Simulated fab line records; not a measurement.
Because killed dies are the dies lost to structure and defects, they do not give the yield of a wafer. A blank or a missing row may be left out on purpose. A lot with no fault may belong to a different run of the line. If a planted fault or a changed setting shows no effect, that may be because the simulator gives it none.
fab line records	flow n5-finfet
record: lots: 7	wafers: 39
route steps=1938 shown WELL_APT@31 FIN_SAQP@102 DUMMY_GATE@214 HKMG_FIN@448 MOL_CONTACT_COAG@544 BEOL_M0@736 BEOL_M3@1002 BEOL_M5@1112 BEOL_M10@1512 BEOL_M11@1578 BEOL_M13@1692 TV_OPEN@1890 PASSIVATION@1936
start-h: hours from the record's first day to the start of the lot's first wafer shown	wait-h: hours elapsed since this lot's preceding step	" identical to the entry in the row above	L1.1+2: a row that stands for several wafers	- no value, or no start given	* or withheld: withheld	< > ~ a bound
route shown NAME@n: NAME is a module with steps in the file, n the number in the route of the first one	usual: mean and standard deviation over wafers with no fault	same: alike in all rows	chamber/n: place in a boat	sites: the reading at each site	_std_site: their standard deviation	_edge_site: the outer-site mean with the inner-site mean subtracted	radius-mm: for every site, how far away it sits from the centre of the wafer	mask NAME#n: copy n	behind: the last tool/chamber to shape the wafer	hold: why the lot was held/for how many hours/how that ended	device: the n, p or np transistor that did not switch	end of line: tests run on the same wafers once the route is complete	a step without rows: its recipe alone	killed: count of dies lost to structure and defects at first sort (not the wafer's yield)	map: per-die view of a wafer (x killed, . not killed, _ where there is no die)
set.NAME: the run value of the setting; set.NAME@STEP: its run value at that earlier step	model.NAME: the simulator's own value behind a step, which no gauge read
lots run with intentionally changed settings; tables by step, rows by wafer
== steps ==
step: N5_WELL_APT_DESCUM_13
recipe: chemistry: O2	time-s: 7.9	source-power-w: 50	bias-power-w: 20	pressure-mtorr: 20	rf-frequency-hz: 2.712e+07	temp-c: 40	o2-flow-sccm: 225
step: N5_FIN_SAQP_HM_DEP_72
recipe: material: SiO2	target-thk-a: 120	temp-c: 400	precursor: SiH4/N2O	pressure-torr: 0.75	rf-w: 275	time-s: 7.2
step: N5_DUMMY_GATE_ALD_02
recipe: material: SiO2	target-thk-a: 20	temp-c: 300	ald-precursor-family: BDEAS	ald-co-reactant: O2-plasma	pulse-time-s: 1	pressure-torr: 2
step: N5_HKMG_FIN_NWFM_ALD_20
recipe: material: TiAlC	target-thk-a: 20	temp-c: 300	ald-precursor-family: TiCl4	ald-co-reactant: TEA	pulse-time-s: 3	purge-time-s: 2	co-reactant-purge-time-s: 2	co-reactant-pulse-time-s: 10	ald-cycles: 7	pressure-torr: 3
step: N5_MOL_CONTACT_COAG_ALD_20
recipe: material: TiN	target-thk-a: 15	temp-c: 400	ald-precursor-family: TiCl4	ald-co-reactant: NH3	pulse-time-s: 1	purge-time-s: 3	co-reactant-purge-time-s: 2	co-reactant-pulse-time-s: 2	ald-cycles: 68	pressure-torr: 3
step: N5_BEOL_M0_SPUTTER_132
recipe: material: Cu	target-thk-a: 40	temp-c: -20	chamber-pressure-pa: 0.07	power-w: withheld	time-s: 7.37
step: N5_BEOL_M3_SPUTTER_88
recipe: material: Cu	target-thk-a: 45	temp-c: -20	chamber-pressure-pa: 0.07	power-w: withheld	time-s: 8.29
step: N5_BEOL_M5_ILD_DEP_00
recipe: material: SiCOH_lowk	target-thk-a: 1406.4	temp-c: 300	precursor: DEMS/porogen	pressure-torr: 5	rf-w: 500	time-s: 25.9
step: N5_BEOL_M10_TRENCH_ETCH_37
recipe: chemistry: C4F6/O2	target-depth-a: 1488.3	target: SiCOH_lowk	time-s: 48	ion-energy-ev: 250	pressure-mtorr: 30	source-w: 345	bias-w: 185	Ar_flow_sccm: 300	C4F6_flow_sccm: 10	O2_flow_sccm: 10
step: N5_BEOL_M11_TRENCH_ETCH_37
step: N5_BEOL_M13_DESCUM_33
step: N5_PASSIVATION_ETCH_15
recipe: chemistry: CF4/N2	target: SiCN	target-depth-a: 750	taper-deg: 2	time-s: 81.2	ion-energy-ev: 150	mask-material: SiNx	pressure-mtorr: 40	source-w: 430	bias-w: 70	Ar_flow_sccm: 100	cf4-flow-sccm: 60	n2-flow-sccm: 60
step: N5_PASSIVATION_PROBE_49
usual: killed_at_M4_up: 13/5.6
lot.wafer	tool	chamber	start-h	wait-h	set.time-s@WELL_APT_DESCUM_13	set.target-thk-a@FIN_SAQP_HM_DEP_72	set.target-thk-a@DUMMY_GATE_ALD_02	set.ald-cycles@HKMG_FIN_NWFM_ALD_20	set.co-reactant-pulse-time-s@MOL_CONTACT_COAG_ALD_20	set.target-thk-a@BEOL_M0_SPUTTER_132	set.target-thk-a@BEOL_M3_SPUTTER_88	set.target-thk-a@BEOL_M5_ILD_DEP_00	set.time-s@BEOL_M10_TRENCH_ETCH_37	set.time-s@BEOL_M11_TRENCH_ETCH_37	set.time-s@BEOL_M13_DESCUM_33	set.target-depth-a@PASSIVATION_ETCH_15	killed_at_M4_up
L077.1	prober-01	-	296.91	0.7	9.72	120	20	7	1.05	40	70.27	573.8	48	48	7.9	750	1091
L077.2	prober-01	-	296.96	0.7	7.9	120	20	7	2	40	45	1406.4	23.59	48	7.9	1097	262
L077.3	prober-01	-	297.01	0.8	9.72	120	20	8	1.05	40	45	573.8	23.59	70.85	7.9	750	1080
L077.4	prober-01	-	297.06	0.8	7.9	120	13.46	8	1.05	40	70.27	1406.4	23.59	70.85	7.9	1097	220
L077.5	prober-01	-	297.11	0.9	9.72	120	13.46	7	2	40	45	1406.4	48	70.85	7.9	750	16
L077.6	prober-01	-	297.16	0.9	7.9	120	13.46	8	2	40	70.27	573.8	48	48	7.9	1097	1088
L080.1	prober-01	-	301.72	0.0	7.9	120	20	3	2	40	35.81	1406.4	28.52	48	7.9	750	72
L080.2	prober-01	-	301.77	0.1	7.9	53.12	11.99	3	2	40	45	1406.4	28.52	26.97	7.9	750	195
L080.3	prober-01	-	301.82	0.1	7.9	120	20	7	2	40	35.81	1406.4	48	26.97	7.9	750	111
L080.4	prober-01	-	301.87	0.2	7.9	53.12	11.99	7	1.055	40	45	1406.4	28.52	26.97	7.9	750	653
L080.5	prober-01	-	301.92	0.2	7.9	120	11.99	7	1.055	40	35.81	1406.4	48	48	7.9	750	18
L080.6	prober-01	-	301.97	0.3	7.9	53.12	20	3	1.055	40	45	1406.4	48	48	7.9	750	13
L082.1	prober-02	-	324.41	0.0	6.284	174.4	13.64	8	2	40	59.19	1716	48	29.89	7.9	514.7	17
L082.2	prober-02	-	324.46	0.1	6.284	120	20	7	1.295	56.39	59.19	1406.4	48	29.89	9.565	750	35
L082.3	prober-02	-	324.51	0.1	6.284	174.4	13.64	7	2	56.39	45	1716	48	48	7.9	750	22
L082.4	prober-02	-	324.56	0.2	7.9	174.4	20	8	1.295	40	45	1716	48	29.89	9.565	514.7	16
L082.5	prober-02	-	324.61	0.2	7.9	120	20	7	2	40	45	1406.4	48	48	7.9	514.7	8
L082.6	prober-02	-	324.66	0.3	7.9	120	13.64	8	1.295	56.39	59.19	1406.4	48	48	9.565	750	7
L086.1	prober-01	-	344.19	0.0	7.9	120	20	7	1.053	40	45	769.2	65.71	71.61	10.82	910.3	991
L086.2	prober-01	-	344.24	0.1	3.5	54.12	20	9	1.053	40	63.31	1406.4	65.71	71.61	7.9	750	17
L086.3	prober-01	-	344.29	0.1	7.9	54.12	20	9	1.053	31.51	63.31	1406.4	65.71	48	7.9	750	2
L086.4	prober-01	-	344.34	0.2	3.5	120	20	9	2	40	45	1406.4	48	48	10.82	750	3
L086.5	prober-01	-	344.39	0.2	3.5	54.12	20	7	2	31.51	45	769.2	48	48	10.82	910.3	923
L086.6	prober-01	-	344.44	0.3	7.9	120	20	7	2	31.51	63.31	769.2	48	71.61	7.9	910.3	1105
L089.1	prober-01	-	377.91	0.0	7.9	120	20	7	2	40	45	1406.4	48	48	7.9	750	17
L089.2	prober-01	-	377.96	0.1	7.9	120	20	7	2	40	45	1406.4	48	48	7.9	750	17
L089.3	prober-01	-	378.01	0.1	7.9	120	20	7	2	40	45	1406.4	48	48	7.9	750	20
L091.1	prober-02	-	395.17	0.0	9.363	120	26.77	7	2.759	56.72	45	1707	48	48	3.644	750	11
L091.2	prober-02	-	395.22	0.1	7.9	120	20	7	2	56.72	45	1406.4	48	48	7.9	924.3	10
L091.3	prober-02	-	395.27	0.1	7.9	120	26.77	4	2.759	40	45	1707	48	48	3.644	924.3	9
L091.4	prober-02	-	395.32	0.2	7.9	169.6	20	4	2.759	40	45	1406.4	48	48	7.9	750	8
L091.5	prober-02	-	395.37	0.2	9.363	169.6	20	4	2	56.72	45	1707	48	48	7.9	750	11
L091.6	prober-02	-	395.42	0.3	9.363	169.6	26.77	7	2	40	45	1406.4	48	48	3.644	924.3	15
L096.1	prober-02	-	422.67	0.0	4.007	49.88	20	11	2.726	40	45	1406.4	48	48	7.9	750	14
L096.2	prober-02	-	422.72	0.1	4.007	49.88	20	7	2.726	40	60.04	1796	62.42	37.38	7.9	750	22
L096.3	prober-02	-	422.77	0.1	4.007	120	20	7	2	40	60.04	1406.4	48	48	10.45	750	11
L096.4	prober-02	-	422.82	0.2	7.9	120	20	7	2.726	40	45	1406.4	62.42	37.38	7.9	750	31
L096.5	prober-02	-	422.87	0.2	7.9	49.88	20	11	2	40	60.04	1796	48	37.38	10.45	750	15
L096.6	prober-02	-	422.92	0.3	7.9	120	20	11	2	40	45	1796	62.42	48	10.45	750	17
killed by level:class
L077.1 BEOL_M5:area-dep=1068 STI_FIN_REVEAL:geometric-particle:open=11 DUMMY_GATE:geometric-particle:open=9 BEOL_M2:geometric-particle:open=9 GATE_CUT:geometric-particle:short=7 MOL_CONTACT_COAG:geometric-particle:open=7 BEOL_M7:geometric-particle:open=7 HKMG_FIN:area-etch=7
L077.2 BEOL_M10:area-ecd=250 MOL_CONTACT_COAG:geometric-particle:open=16 GATE_CUT:geometric-particle:short=8 GATE_CUT:geometric-particle:open=7 FIN_SAQP:geometric-particle:short=6 STI_FIN_REVEAL:geometric-particle:open=6 FIN_SAQP:geometric-particle:open=4 BEOL_M1:geometric-particle:short=4
L077.3 BEOL_M5:area-dep=1074 STI_FIN_REVEAL:geometric-particle:open=18 BEOL_M1:geometric-particle:open=12 BEOL_M2:geometric-particle:open=9 GATE_CUT:geometric-particle:short=8 MOL_CONTACT_COAG:geometric-particle:open=6 STI_FIN_REVEAL:geometric-particle:short=4 DUMMY_GATE:geometric-particle:open=4
L077.4 BEOL_M10:area-ecd=207 BEOL_M0_SAQP:geometric-particle:short=10 BEOL_M3:geometric-particle:open=9 STI_FIN_REVEAL:geometric-particle:open=7 BEOL_M1:geometric-particle:open=6 BEOL_M2:geometric-particle:open=6 MOL_CONTACT_COAG:geometric-particle:open=5 GATE_CUT:geometric-particle:open=4
L077.5 FIN_SAQP:geometric-particle:short=14 MOL_CONTACT_COAG:geometric-particle:open=9 BEOL_M4:geometric-particle:open=8 HKMG_FIN:area-etch=8 GATE_CUT:geometric-particle:short=7 BEOL_M3:geometric-particle:open=6 FIN_SAQP:geometric-particle:open=5 BEOL_M1:geometric-particle:open=4
L077.6 BEOL_M5:area-dep=1077 MOL_CONTACT_COAG:geometric-particle:open=12 GATE_CUT:geometric-particle:open=8 BEOL_M0_SAQP:geometric-particle:short=7 BEOL_M0_SAQP:geometric-particle:open=7 BEOL_M1:geometric-particle:open=7 BEOL_M2:geometric-particle:open=7 STI_FIN_REVEAL:geometric-particle:open=5
L080.1 BEOL_M10:area-ecd=61 STI_FIN_REVEAL:geometric-particle:open=16 FIN_SAQP:geometric-particle:open=15 FIN_SAQP:geometric-particle:short=12 BEOL_M0_SAQP:geometric-particle:open=12 BEOL_M0_SAQP:geometric-particle:short=10 BEOL_M3:geometric-particle:open=9 MOL_CONTACT_COAG:geometric-particle:open=7
L080.2 BEOL_M11:area-ecd=133 BEOL_M10:area-ecd=51 FIN_SAQP:geometric-particle:short=11 BEOL_M2:geometric-particle:open=10 STI_FIN_REVEAL:geometric-particle:open=9 BEOL_M0_SAQP:geometric-particle:short=7 BEOL_M0_SAQP:geometric-particle:open=5 BEOL_M3:geometric-particle:open=5
L080.3 BEOL_M11:area-ecd=93 FIN_SAQP:geometric-particle:short=15 BEOL_M2:geometric-particle:open=13 FIN_SAQP:geometric-particle:open=9 STI_FIN_REVEAL:geometric-particle:open=9 BEOL_M0_SAQP:geometric-particle:short=7 MOL_CONTACT_COAG:geometric-particle:open=6 BEOL_M0_SAQP:geometric-particle:open=6
L080.4 BEOL_M11:area-etch=534 BEOL_M11:area-ecd=58 BEOL_M10:area-ecd=55 FIN_SAQP:geometric-particle:short=17 FIN_SAQP:geometric-particle:open=12 STI_FIN_REVEAL:geometric-particle:open=9 BEOL_M0_SAQP:geometric-particle:open=8 MIM_TOP_ETCH:geometric-particle:short=8
L080.5 FIN_SAQP:geometric-particle:short=10 BEOL_M0_SAQP:geometric-particle:short=10 FIN_SAQP:geometric-particle:open=9 BEOL_M2:geometric-particle:open=7 MOL_CONTACT_COAG:geometric-particle:open=6 ILD0:geometric-particle:short=5 BEOL_M0_SAQP:geometric-particle:open=5 STI_FIN_REVEAL:geometric-particle:open=4
L080.6 FIN_SAQP:geometric-particle:short=19 FIN_SAQP:geometric-particle:open=10 MOL_CONTACT_COAG:geometric-particle:open=10 BEOL_M0_SAQP:geometric-particle:open=9 BEOL_M0_SAQP:geometric-particle:short=6 BEOL_M3:geometric-particle:open=6 MIM_TOP_ETCH:geometric-particle:short=5 GATE_CUT:geometric-particle:short=4
L082.1 TV_OPEN:area-etch=1051 BEOL_M0_SAQP:geometric-particle:short=20 STI_FIN_REVEAL:geometric-particle:open=11 BEOL_M0_SAQP:geometric-particle:open=11 MOL_CONTACT_COAG:geometric-particle:open=8 BEOL_M3:geometric-particle:open=8 BEOL_M4:geometric-particle:open=7 DUMMY_GATE:geometric-particle:open=5
L082.2 STI_FIN_REVEAL:geometric-particle:open=18 BEOL_M0_SAQP:geometric-particle:open=17 BEOL_M11:area-ecd=16 BEOL_M0_SAQP:geometric-particle:short=15 BEOL_M4:geometric-particle:open=9 DUMMY_GATE:geometric-particle:open=5 BEOL_M3:geometric-particle:open=5 GATE_CUT:geometric-particle:open=4
L082.3 MOL_CONTACT_COAG:geometric-particle:open=19 STI_FIN_REVEAL:geometric-particle:open=16 BEOL_M4:geometric-particle:open=13 BEOL_M0_SAQP:geometric-particle:open=13 BEOL_M0_SAQP:geometric-particle:short=13 BEOL_M3:geometric-particle:open=9 BEOL_M1:geometric-particle:open=8 MOL_CONTACT_COAG:geometric-particle:short=7
L082.4 TV_OPEN:area-etch=1057 STI_FIN_REVEAL:geometric-particle:open=26 BEOL_M0_SAQP:geometric-particle:open=13 BEOL_M0_SAQP:geometric-particle:short=9 ILD0:geometric-particle:short=7 BEOL_M1:geometric-particle:open=6 MOL_CONTACT_COAG:geometric-particle:open=5 BEOL_M0:geometric-particle:open=5
L082.5 TV_OPEN:area-etch=1099 STI_FIN_REVEAL:geometric-particle:open=9 MOL_CONTACT_COAG:geometric-particle:open=7 FIN_SAQP:geometric-particle:short=6 BEOL_M1:geometric-particle:open=5 STARTING-WAFER:geometric-particle:short=5 FIN_SAQP:geometric-particle:open=4 ILD0:geometric-particle:short=4
L082.6 STI_FIN_REVEAL:geometric-particle:open=16 BEOL_M1:geometric-particle:open=14 MOL_CONTACT_COAG:geometric-particle:open=7 BEOL_M0_SAQP:geometric-particle:short=6 GATE_CUT:geometric-particle:short=4 BEOL_M0_SAQP:geometric-particle:open=4 STARTING-WAFER:geometric-particle:open=4 FIN_SAQP:geometric-particle:open=3
L086.1 BEOL_M5:area-dep=985 BEOL_M2:geometric-particle:open=14 PASS1_CAP:geometric-particle:short=8 GATE_CUT:geometric-particle:short=5 BEOL_M3:geometric-particle:open=5 GATE_CUT:geometric-particle:open=4 BEOL_M0_SAQP:geometric-particle:open=4 ILD0:geometric-particle:short=3
L086.2 BEOL_M2:geometric-particle:open=9 BEOL_M11:area-etch=9 BEOL_M0_SAQP:geometric-particle:open=6 BEOL_M2:geometric-particle:short=5 STI_FIN_REVEAL:geometric-particle:open=4 ILD0:geometric-particle:open=4 GATE_CUT:geometric-particle:open=4 FIN_SAQP:geometric-particle:short=3
L086.3 BEOL_M0_SAQP:geometric-particle:short=10 FIN_SAQP:geometric-particle:short=5 STI_FIN_REVEAL:geometric-particle:open=5 GATE_CUT:geometric-particle:short=5 BEOL_M3:geometric-particle:open=4 DUMMY_GATE:geometric-particle:open=3 MOL_CONTACT_COAG:geometric-particle:open=3 BEOL_M0_SAQP:geometric-particle:open=3
L086.4 MOL_CONTACT_COAG:geometric-particle:open=11 BEOL_M2:geometric-particle:open=11 BEOL_M1:geometric-particle:open=7 DUMMY_GATE:geometric-particle:open=6 BEOL_M0_SAQP:geometric-particle:short=5 FIN_SAQP:geometric-particle:short=4 GATE_CUT:geometric-particle:short=4 STI_FIN_REVEAL:geometric-particle:open=3
L086.5 BEOL_M5:area-dep=916 BEOL_M0_SAQP:geometric-particle:open=15 BEOL_M0_SAQP:geometric-particle:short=12 DUMMY_GATE:geometric-particle:open=11 BEOL_M0:geometric-particle:open=7 BEOL_M2:geometric-particle:open=7 STI_FIN_REVEAL:geometric-particle:open=6 MOL_CONTACT_COAG:geometric-particle:open=6
L086.6 BEOL_M5:area-dep=1097 BEOL_M0_SAQP:geometric-particle:open=6 BEOL_M2:geometric-particle:open=6 STARTING-WAFER:geometric-particle:short=5 ILD0:geometric-particle:short=4 GATE_CUT:geometric-particle:short=4 MOL_CONTACT_COAG:geometric-particle:open=4 BEOL_M0_SAQP:geometric-particle:short=4
L089.1 MOL_CONTACT_COAG:geometric-particle:open=15 FIN_SAQP:geometric-particle:short=10 BEOL_M0_SAQP:geometric-particle:short=9 BEOL_M2:geometric-particle:open=9 BEOL_M0_SAQP:geometric-particle:open=8 BEOL_M4:geometric-particle:open=8 FIN_SAQP:geometric-particle:open=7 GATE_CUT:geometric-particle:short=4
L089.2 BEOL_M0_SAQP:geometric-particle:open=12 FIN_SAQP:geometric-particle:short=11 MOL_CONTACT_COAG:geometric-particle:open=11 FIN_SAQP:geometric-particle:open=10 BEOL_M3:geometric-particle:open=9 DUMMY_GATE:geometric-particle:open=8 BEOL_M1:geometric-particle:open=7 BEOL_M4:geometric-particle:open=6
L089.3 MOL_CONTACT_COAG:geometric-particle:open=16 BEOL_M0_SAQP:geometric-particle:open=14 FIN_SAQP:geometric-particle:short=11 BEOL_M0_SAQP:geometric-particle:short=10 BEOL_M4:geometric-particle:open=10 BEOL_M2:geometric-particle:open=9 BEOL_M3:geometric-particle:open=8 FIN_SAQP:geometric-particle:open=6
L091.1 FIN_SAQP:geometric-particle:open=23 FIN_SAQP:geometric-particle:short=13 MOL_CONTACT_COAG:geometric-particle:open=13 BEOL_M0_SAQP:geometric-particle:short=8 STI_FIN_REVEAL:geometric-particle:open=5 MOL_CONTACT_COAG:geometric-particle:short=5 BEOL_M2:geometric-particle:open=4 BEOL_M8:geometric-particle:open=4
L091.2 STI_FIN_REVEAL:geometric-particle:open=9 FIN_SAQP:geometric-particle:open=8 FIN_SAQP:geometric-particle:short=7 BEOL_M0_SAQP:geometric-particle:short=5 BEOL_M3:geometric-particle:open=5 GATE_CUT:geometric-particle:short=4 DUMMY_GATE:geometric-particle:open=4 MOL_CONTACT_COAG:geometric-particle:open=4
L091.3 MOL_CONTACT_COAG:geometric-particle:open=11 GATE_CUT:geometric-particle:short=7 FIN_SAQP:geometric-particle:open=6 FIN_SAQP:geometric-particle:short=6 DUMMY_GATE:geometric-particle:open=5 BEOL_M0_SAQP:geometric-particle:open=5 BEOL_M0:geometric-particle:open=4 BEOL_M1:geometric-particle:open=4
L091.4 MOL_CONTACT_COAG:geometric-particle:open=18 FIN_SAQP:geometric-particle:short=15 DUMMY_GATE:geometric-particle:open=13 FIN_SAQP:geometric-particle:open=7 BEOL_M0_SAQP:geometric-particle:short=7 STI_FIN_REVEAL:geometric-particle:open=5 GATE_CUT:geometric-particle:open=5 GATE_CUT:geometric-particle:short=3
L091.5 FIN_SAQP:geometric-particle:open=18 STI_FIN_REVEAL:geometric-particle:open=8 BEOL_M0_SAQP:geometric-particle:short=7 BEOL_M0_SAQP:geometric-particle:open=7 FIN_SAQP:geometric-particle:short=6 GATE_CUT:geometric-particle:short=5 BEOL_M1:geometric-particle:open=4 BEOL_M2:geometric-particle:open=4
L091.6 BEOL_M0_SAQP:geometric-particle:open=15 FIN_SAQP:geometric-particle:open=13 BEOL_M0_SAQP:geometric-particle:short=8 GATE_CUT:geometric-particle:short=7 GATE_CUT:geometric-particle:open=7 MOL_CONTACT_COAG:geometric-particle:open=6 STI_FIN_REVEAL:geometric-particle:open=5 BEOL_M4:geometric-particle:open=5
L096.1 STI_FIN_REVEAL:geometric-particle:open=18 FIN_SAQP:geometric-particle:open=16 FIN_SAQP:geometric-particle:short=10 BEOL_M0_SAQP:geometric-particle:open=10 BEOL_M0_SAQP:geometric-particle:short=9 MOL_CONTACT_COAG:geometric-particle:open=8 BEOL_M2:geometric-particle:open=7 STI_FIN_REVEAL:geometric-particle:short=5
L096.2 FIN_SAQP:geometric-particle:short=11 BEOL_M0_SAQP:geometric-particle:short=9 BEOL_M5:geometric-particle:open=8 BEOL_M0_SAQP:geometric-particle:open=7 GATE_CUT:geometric-particle:short=6 FIN_SAQP:geometric-particle:open=4 BEOL_M1:geometric-particle:open=4 BEOL_M6:geometric-particle:open=4
L096.3 BEOL_M0_SAQP:geometric-particle:open=15 MOL_CONTACT_COAG:geometric-particle:open=13 BEOL_M2:geometric-particle:open=12 BEOL_M0_SAQP:geometric-particle:short=11 STI_FIN_REVEAL:geometric-particle:open=9 GATE_CUT:geometric-particle:short=8 FIN_SAQP:geometric-particle:open=7 DUMMY_GATE:geometric-particle:open=5
L096.4 BEOL_M4:geometric-particle:open=14 BEOL_M0_SAQP:geometric-particle:open=13 FIN_SAQP:geometric-particle:short=11 FIN_SAQP:geometric-particle:open=11 STI_FIN_REVEAL:geometric-particle:open=9 BEOL_M2:geometric-particle:open=8 BEOL_M5:geometric-particle:open=8 MOL_CONTACT_COAG:geometric-particle:open=7
L096.5 FIN_SAQP:geometric-particle:open=17 FIN_SAQP:geometric-particle:short=13 BEOL_M1:geometric-particle:open=11 BEOL_M2:geometric-particle:open=9 BEOL_M0_SAQP:geometric-particle:open=6 BEOL_M3:geometric-particle:open=6 BEOL_M4:geometric-particle:open=6 BEOL_M0_SAQP:geometric-particle:short=5
L096.6 STI_FIN_REVEAL:geometric-particle:open=21 BEOL_M1:geometric-particle:open=12 FIN_SAQP:geometric-particle:short=9 BEOL_M4:geometric-particle:open=9 BEOL_M0_SAQP:geometric-particle:short=8 DUMMY_GATE:geometric-particle:open=7 FIN_SAQP:geometric-particle:open=6 BEOL_M2:geometric-particle:short=6
== key ==
split: step: N5_WELL_APT_DESCUM_13	setting: time-s	stated-as: 7.9
response none clear
split: step: N5_FIN_SAQP_HM_DEP_72	setting: target-thk-a	stated-as: 120
response none clear
split: step: N5_DUMMY_GATE_ALD_02	setting: target-thk-a	stated-as: 20
response none clear
split: step: N5_HKMG_FIN_NWFM_ALD_20	setting: ald-cycles	stated-as: 7
response none clear
split: step: N5_MOL_CONTACT_COAG_ALD_20	setting: co-reactant-pulse-time-s	stated-as: 2
response none clear
split: step: N5_BEOL_M0_SPUTTER_132	setting: target-thk-a	stated-as: 40
response none clear
split: step: N5_BEOL_M3_SPUTTER_88	setting: target-thk-a	stated-as: 45
response none clear
split: step: N5_BEOL_M5_ILD_DEP_00	setting: target-thk-a	stated-as: 1406.4
response: step: N5_PASSIVATION_PROBE_49	reading: killed_at_M4_up	slope: -13.6	per: 1%	together-with: all	explained: 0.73
split: step: N5_BEOL_M10_TRENCH_ETCH_37	setting: time-s	stated-as: 48
response none clear
split: step: N5_BEOL_M11_TRENCH_ETCH_37	setting: time-s	stated-as: 48
response none clear
split: step: N5_BEOL_M13_DESCUM_33	setting: time-s	stated-as: 7.9
response none clear
split: step: N5_PASSIVATION_ETCH_15	setting: target-depth-a	stated-as: 750
response none clear
